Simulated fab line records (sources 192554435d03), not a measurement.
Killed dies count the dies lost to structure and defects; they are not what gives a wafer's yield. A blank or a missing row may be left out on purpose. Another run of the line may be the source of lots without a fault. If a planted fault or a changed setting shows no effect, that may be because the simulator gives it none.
Matching of chambers / flow n5Finfet / N5_FIN_CUT_DESCUM_13 on rieDiel-02: 4 sister chambers
The step chemistry O2, time 7 s. 14 wafers are shown with their chamber, then 7 later ones without.

## EACH WAFER AND ITS CHAMBER
wafer=L077.1; chamber=1; showerheadPlenumPTorr (Torr)=2.07; drypumpMotorCurrentA (A)=6.2; throttleValvePct (%)=20.2
wafer=L077.4; chamber=2; showerheadPlenumPTorr (Torr)=2.01; drypumpMotorCurrentA (A)=5.6; throttleValvePct (%)=20.5
wafer=L077.6; chamber=1; showerheadPlenumPTorr (Torr)=2.07; drypumpMotorCurrentA (A)=6.2; throttleValvePct (%)=20.2
wafer=L080.1; chamber=0; showerheadPlenumPTorr (Torr)=2.08; drypumpMotorCurrentA (A)=5.3; throttleValvePct (%)=20.5
wafer=L080.3; chamber=2; showerheadPlenumPTorr (Torr)=2.01; drypumpMotorCurrentA (A)=5.6; throttleValvePct (%)=20.5
wafer=L080.6; chamber=0; showerheadPlenumPTorr (Torr)=2.08; drypumpMotorCurrentA (A)=5.3; throttleValvePct (%)=20.5
wafer=L084.2; chamber=3; showerheadPlenumPTorr (Torr)=2.26; drypumpMotorCurrentA (A)=5.5; throttleValvePct (%)=20.4
wafer=L084.3; chamber=1; showerheadPlenumPTorr (Torr)=2.07; drypumpMotorCurrentA (A)=6.2; throttleValvePct (%)=20.2
wafer=L084.4; chamber=2; showerheadPlenumPTorr (Torr)=2.00; drypumpMotorCurrentA (A)=5.6; throttleValvePct (%)=20.5
wafer=L089.1; chamber=0; showerheadPlenumPTorr (Torr)=2.08; drypumpMotorCurrentA (A)=5.2; throttleValvePct (%)=20.5
wafer=L089.5; chamber=0; showerheadPlenumPTorr (Torr)=2.08; drypumpMotorCurrentA (A)=5.2; throttleValvePct (%)=20.6
wafer=L089.6; chamber=1; showerheadPlenumPTorr (Torr)=2.07; drypumpMotorCurrentA (A)=6.3; throttleValvePct (%)=20.2
wafer=L092.1; chamber=2; showerheadPlenumPTorr (Torr)=2.00; drypumpMotorCurrentA (A)=5.6; throttleValvePct (%)=20.5
wafer=L092.3; chamber=0; showerheadPlenumPTorr (Torr)=2.08; drypumpMotorCurrentA (A)=5.3; throttleValvePct (%)=20.6

SIGNATURES (averages over the wafers above)
reading=showerheadPlenumPTorr; chamber 0=2.0800; chamber 1=2.0700; chamber 2=2.0050; chamber 3=2.2600; scatter within a chamber=0.00316
reading=drypumpMotorCurrentA; chamber 0=5.260; chamber 1=6.225; chamber 2=5.600; chamber 3=5.500; scatter within a chamber=0.0442
reading=throttleValvePct; chamber 0=20.540; chamber 1=20.200; chamber 2=20.500; chamber 3=20.400; scatter within a chamber=0.0346
Rule: for each reading, subtract the chamber's mean from the wafer's reading, divide by that reading's scatter and square the result; add these up over the readings and take the root, which gives the wafer's distance from the chamber. The wafer belongs to the nearest chamber; if the next one is less than 2 further off, it can't be placed. How the scatter is found: for the shown wafers, subtract from each reading the mean of its chamber, square and add these, divide the total by (wafers less chambers), then take the root.

## WAFERS WITHOUT THEIR CHAMBER
wafer=L092.4; showerheadPlenumPTorr (Torr)=2.25; drypumpMotorCurrentA (A)=5.5; throttleValvePct (%)=20.4
wafer=L093.1; showerheadPlenumPTorr (Torr)=2.07; drypumpMotorCurrentA (A)=6.2; throttleValvePct (%)=20.2
wafer=L093.4; showerheadPlenumPTorr (Torr)=2.00; drypumpMotorCurrentA (A)=5.6; throttleValvePct (%)=20.5
wafer=L093.6; showerheadPlenumPTorr (Torr)=2.07; drypumpMotorCurrentA (A)=5.2; throttleValvePct (%)=20.6
wafer=L096.1; showerheadPlenumPTorr (Torr)=2.07; drypumpMotorCurrentA (A)=5.2; throttleValvePct (%)=20.6
wafer=L096.4; showerheadPlenumPTorr (Torr)=2.07; drypumpMotorCurrentA (A)=6.2; throttleValvePct (%)=20.2
wafer=L096.5; showerheadPlenumPTorr (Torr)=2.25; drypumpMotorCurrentA (A)=5.5; throttleValvePct (%)=20.4

## EACH ONE'S CHAMBER
wafer=L092.4; from the rows above=3; in truth=3
wafer=L093.1; from the rows above=1; in truth=1
wafer=L093.4; from the rows above=2; in truth=2
wafer=L093.6; from the rows above=0; in truth=0
wafer=L096.1; from the rows above=0; in truth=0
wafer=L096.4; from the rows above=1; in truth=1
wafer=L096.5; from the rows above=3; in truth=3
7 of 7 placed correctly. From these rows, 0 cannot be placed. Wrongly placed: 0.
